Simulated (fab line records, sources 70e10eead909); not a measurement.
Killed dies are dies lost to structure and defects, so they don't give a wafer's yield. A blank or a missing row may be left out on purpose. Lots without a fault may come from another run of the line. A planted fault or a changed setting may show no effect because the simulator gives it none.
A struck lot beside a sound one | flow nand_harc | 13 steps out of a route of 1302
Sound: wafers L527.3, L527.4, L527.5. Struck: wafers L537.1, L537.3, L537.4. The cause comes at the end.
At each step with rows: each side's tool, then ch and its chambers, then its first start. Under that, the readings that differ: sound wafers | struck wafers | difference of the means | sigmas: that difference in standard deviations of wafers without a fault.
alike: readings whose means differ by less than 2 such deviations, and words and numbers that are the same on both sides. not compared: withheld readings, readings that some wafer has no value for, bounds like >300 that may hide the same value, and numbers for which the record gives no deviation and whose values overlap.
The two part at a step that has a row with sigmas, a row that says differs or no value, or rows on one side only. Numbers that don't overlap but have no deviation are shown without sigmas and don't part them. A reading that every wafer of one side lacks parts them only if that side has two wafers or more.

first, 5 steps without rows for these wafers: NHARC_A_STAIRCASE_EBR_246; NHARC_A_STAIRCASE_EXPOSE_247 (exposes mask SDS 1); NHARC_A_STAIRCASE_PEB_248 (peb time 130 s); NHARC_A_STAIRCASE_DEVELOP_249 (time 140 s); NHARC_A_STAIRCASE_HARDBAKE_251 (time 140 s).
NHARC_A_STAIRCASE_DESCUM_252: chemistry O2, time 3 s.
  sound on rie_diel-10 ch 2,3, day 17 18:23; struck on rie_diel-08 ch 0,1,3, day 22 18:06
  alike: drypump_motor_current_A, mfc_ar_sccm, oes_product_au, rf_vpp_V, showerhead_plenum_p_Torr, throttle_valve_pct
  not compared: rf_hours_counter_h
NHARC_A_STAIRCASE_ETCH_253: etches the open film in C4F8/O2, target depth 50 nm, time 20.2 s.
  sound on rie_diel-10 ch 1,2,3, day 17 18:28; struck on rie_diel-08 ch 0,1,2, day 22 18:11
  reading               | sound             | struck            | difference | sigmas
  oes_product_au (a.u.) | 0.947 0.923 0.921 | 0.976 0.986 0.968 | +0.046     | +2
  alike: rf_vpp_V
  not compared: rf_hours_counter_h
NHARC_A_STAIRCASE_STRIP_254: strips in O2.
  sound on plasma_asher-01 ch 0,1, day 17 18:39; struck on plasma_asher-02 ch 0,1, day 22 18:17
  alike: drypump_motor_current_A, heater_power_w
  not compared: rf_hours_counter_h
then, 3 steps without rows for these wafers: NHARC_A_STAIRCASE_STRIP_255 (strips in SPM, time 900 s); NHARC_A_STAIRCASE_PRECLEAN_256 (cleans in SC1); NHARC_A_STAIRCASE_SRD_257.
NHARC_A_STAIRCASE_HM_DEP_456: deposits aC, target thk 3100 nm.
  sound on acl_dep-01 ch 0, day 17 22:32; struck on acl_dep-02 ch 0, day 22 21:39
  alike: throttle_valve_pct
NHARC_A_STAIRCASE_DEP_259: deposits SiON, target thk 30 nm.
  sound on pecvd-02 ch 1,2, day 17 23:48; struck on pecvd-03 ch 0,1,2, day 22 23:37
  alike: heater_power_w
  not compared: since_wet_clean_h

WHERE THEY PART
Only at NHARC_A_STAIRCASE_ETCH_253, within this record. Later steps at which nothing parts them and some readings are alike: NHARC_A_STAIRCASE_STRIP_254, NHARC_A_STAIRCASE_HM_DEP_456, NHARC_A_STAIRCASE_DEP_259.

WHY: what the simulator had put in
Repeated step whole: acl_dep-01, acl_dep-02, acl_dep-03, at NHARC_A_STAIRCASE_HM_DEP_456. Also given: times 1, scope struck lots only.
